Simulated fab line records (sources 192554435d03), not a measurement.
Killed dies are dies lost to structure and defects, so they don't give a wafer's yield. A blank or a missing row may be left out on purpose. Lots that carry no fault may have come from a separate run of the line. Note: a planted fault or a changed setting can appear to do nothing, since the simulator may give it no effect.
2 desks looking at one fault || flow n5_finfet || every desk sees just its own numbers, and what lay behind them comes last

TOOL OWNER'S DESK, litho_track-01
The tool's own readings at N5_MOL_CONTACT_COAG_COAT_103 (time 60 s, resist thk 80 nm): means of the sampled wafers that have a number, for each lot that ran on this tool. If a lot's mean is further than 4 standard deviations from the usual mean, the lot is out of limits and carries the mark OUT (the distance appears in the brackets).
Columns: A = exhaust_pa at N5_MOL_CONTACT_COAG_COAT_103, usual 45.1 Pa; B = heater_power_total_W at N5_MOL_CONTACT_COAG_COAT_103, usual 500.2 W; C = plate_temp_C at N5_MOL_CONTACT_COAG_COAT_103, usual 249.98 C
{"lot": "L642", "first seen here": "day 6 23:32", "A": 46.8, "B": 499.1, "C": 249.86}
{"lot": "L645", "first seen here": "day 7 18:56", "A": 44.7, "B": 493.4, "C": "247.31 (-15) OUT"}
{"lot": "L648", "first seen here": "day 8 09:58", "A": 45.7, "B": 493.9, "C": "247.19 (-16) OUT"}
Finding of this desk: L645, L648 out of limits; the first was L645 at day 7 18:56, on plate_temp_C at N5_MOL_CONTACT_COAG_COAT_103. L642: within limits.

METROLOGY DESK
Lot by lot, what the gauges showed, no matter which tool ran the lot: averages of those sampled wafers that carry a number. If a lot's mean is further than 4 standard deviations from the usual mean, the lot is out of limits and carries the mark OUT (the distance appears in the brackets). It has 10 readings; the 7 that lie furthest out on some lot are the ones shown.
Columns: A = DIBL_P at N5_BEOL_M4_RC_MEAS_101, usual 36.3 mV/V; B = IOFF_P at N5_BEOL_M4_RC_MEAS_101, usual 0.21 nA/um; C = ION_N at N5_BEOL_M4_RC_MEAS_101, usual 673 uA/um; D = ION_P at N5_BEOL_M4_RC_MEAS_101, usual 461 uA/um; E = SS_P at N5_BEOL_M4_RC_MEAS_101, usual 73.3 mV/dec; F = VT_N at N5_BEOL_M4_RC_MEAS_101, usual 250 mV; G = VT_P at N5_BEOL_M4_RC_MEAS_101, usual -251 mV
{"lot": "L634", "first seen here": "day 7 16:28", "A": 34.8, "B": 0.18, "C": 658, "D": 454, "E": 73.0, "F": 254, "G": -254}
{"lot": "L635", "first seen here": "day 8 09:55", "A": 34.1, "B": 0.19, "C": 656, "D": 452, "E": 73.5, "F": 252, "G": -251}
{"lot": "L641", "first seen here": "day 9 18:35", "A": 38.9, "B": 0.24, "C": 666, "D": 464, "E": 73.7, "F": 251, "G": -248}
{"lot": "L642", "first seen here": "day 9 21:37", "A": 36.9, "B": 0.26, "C": 685, "D": 475, "E": 73.8, "F": 250, "G": -244}
{"lot": "L645", "first seen here": "day 11 02:34", "A": 38.2, "B": 0.24, "C": 690, "D": 470, "E": 73.1, "F": 246, "G": -248}
{"lot": "L648", "first seen here": "day 12 02:27", "A": 38.4, "B": 0.23, "C": 691, "D": 465, "E": 74.2, "F": 246, "G": -252}
{"lot": "L653", "first seen here": "day 12 23:26", "A": 37.3, "B": 0.23, "C": 685, "D": 469, "E": 73.3, "F": 249, "G": -249}
{"lot": "L654", "first seen here": "day 13 02:16", "A": 38.3, "B": 0.27, "C": 687, "D": 481, "E": 73.5, "F": 247, "G": -246}
{"lot": "L656", "first seen here": "day 13 08:58", "A": 37.3, "B": 0.20, "C": 675, "D": 458, "E": 73.7, "F": 250, "G": -253}
This desk found nothing out of limits on any of the 9 lots.

BROUGHT TOGETHER
The tool owner's desk could have raised an alarm at day 7 18:56, on L645, L648.
The metrology desk saw nothing out of limits.
The metrology desk has L645, L648 on record, within its limits.
The lots listed all ran N5_MOL_CONTACT_COAG_COAT_103 on litho_track-01.

WHAT THE SIMULATOR PUT IN
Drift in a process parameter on litho_track-01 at N5_MOL_CONTACT_COAG_COAT_103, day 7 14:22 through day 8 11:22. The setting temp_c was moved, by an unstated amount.
Lots struck among those shown: L645, L648.
Delay in hours, fault start to first out-of-limits reading, by desk: the tool owner's desk at 5.
